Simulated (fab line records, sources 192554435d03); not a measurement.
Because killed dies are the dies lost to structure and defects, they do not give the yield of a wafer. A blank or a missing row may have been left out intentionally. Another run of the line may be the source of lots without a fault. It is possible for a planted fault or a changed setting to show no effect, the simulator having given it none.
Lot-split experiment ; flow n5Finfet ; route with 1938 steps; 7 lots, 21 wafers read

SPLIT DETAILS
At N5_BEOL_M5_COAT_60 (time 60 s, resist thk 12 nm), the setting spinRpm was moved away from the recipe's 1500 rpm on 8 of the 21 wafers read, by -9.4% to +3.8%. All remaining wafers had this setting at the recipe value.

FROM THE SPLIT TO THE READING: what the file shows between them, 4 steps
- N5_BEOL_M5_COAT_71: time 60 s, resist thk 5 nm
- N5_BEOL_M5_COAT_05: resist thk 30 nm
- N5_BEOL_M5_DESCUM_16: chemistry O2, time 7 s
- N5_BEOL_M5_ETCH_72: etches underlayer in N2/H2, target depth 6.5 nm, time 5.2 s

THE READING
etch.depthNm (the simulator's own value, which no gauge read), in nm, at N5_BEOL_M5_ETCH_61 (etches SiARC in CF4, target depth 15.6 nm, time 26 s). No usual value for it is given in the file. Average 12.00 nm, standard deviation 0.021 nm, over the 13 wafers here run with the recipe.

wafer;tool, chamber at the split;spinRpm as run, rpm;against the recipe;etch.depthNm, nm;against lot-mates on the recipe
L077.2;lithoTrack-05, 0;1500;recipe;11.99;-
L077.4;lithoTrack-05, 0;1500;recipe;11.99;-
L077.6;lithoTrack-05, 0;1500;recipe;12;-
L078.3;lithoTrack-04, 0;1500;recipe;11.96;-
L078.5;lithoTrack-04, 0;1500;recipe;11.98;-
L078.6;lithoTrack-04, 0;1500;recipe;12.01;-
L083.3;lithoTrack-05, 0;1557;+3.8%;11.74;-0.24
L083.4;lithoTrack-05, 0;1500;recipe;11.99;-
L083.5;lithoTrack-05, 0;1500;recipe;11.98;-
L085.2;lithoTrack-04, 0;1361;-9.3%;12.57;no lot-mate on the recipe
L085.3;lithoTrack-04, 0;1361;-9.3%;12.6;no lot-mate on the recipe
L085.5;lithoTrack-04, 0;1361;-9.3%;12.59;no lot-mate on the recipe
L086.3;lithoTrack-04, 0;1500;recipe;12.02;-
L086.4;lithoTrack-04, 0;1359;-9.4%;12.62;+0.60
L086.6;lithoTrack-04, 0;1359;-9.4%;12.66;+0.64
L089.3;lithoTrack-03, 0;1500;recipe;12.04;-
L089.5;lithoTrack-03, 0;1500;recipe;12.03;-
L089.6;lithoTrack-03, 0;1431;-4.6%;12.34;+0.30
L097.1;lithoTrack-04, 0;1500;recipe;11.99;-
L097.4;lithoTrack-04, 0;1500;recipe;12;-
L097.5;lithoTrack-04, 0;1448;-3.5%;12.2;+0.20

FIT RESULTS
A straight line over all 21 wafers: etch.depthNm changes by -0.0658 nm for each +1% of spinRpm; r = -1.00; the points scatter about the line by 0.025 nm.
The same after taking each lot's own level away (the mean of its wafers on the recipe; 18 wafers): -0.0656 nm for each +1%; r = -1.00; scatter 0.013 nm.
The reading moves by 0.62 nm for the largest change in spinRpm, on that fit.
From 11.983 to 12.035 nm: that is the span of the lots' own levels, equal to 2.5 times the standard deviation above.
Consequently the slope shifts little with the lot-to-lot level, the two slopes agreeing.
Check: +0.626 nm against its lot-mates is what the line predicts for one of the wafers moved furthest among these (-9.4%) when that wafer is left out of the fit. Against them it came out at +0.6 nm.

OTHER SPLITS APPLIED TO THESE WAFERS
These wafers also went through other splits before the reading. Each is held against what the fit with the lots' levels taken away leaves over:
other split on the same wafers;wafers away from the commonest value;r with etch.depthNm (lot level and that fit taken away)
N5_BEOL_M4_EXPOSE_25 doseMj;4;+0.06
N5_BEOL_M5_ILD_DEP_00 tempC;8;-0.24

THE WHOLE CHAIN: every reading that the file lists as answering this split, in the file's order
step;what it does;reading;change (the file's fit);r (the file's)
N5_BEOL_M5_COAT_60;time 60 s, resist thk 12 nm;SiARC_of_BEOL_M5_COAT_60.thkNm (the simulator's own value, which no gauge read);-0.0657 nm for each +1% of the setting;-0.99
N5_BEOL_M5_ETCH_61;etches SiARC in CF4, target depth 15.6 nm, time 26 s;etch.depthNm (the simulator's own value, which no gauge read);-0.0649 nm for each +1% of the setting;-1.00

THE FILE'S OWN FIT
etch.depthNm changes by -0.0649 nm for each +1% of spinRpm, r = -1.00.
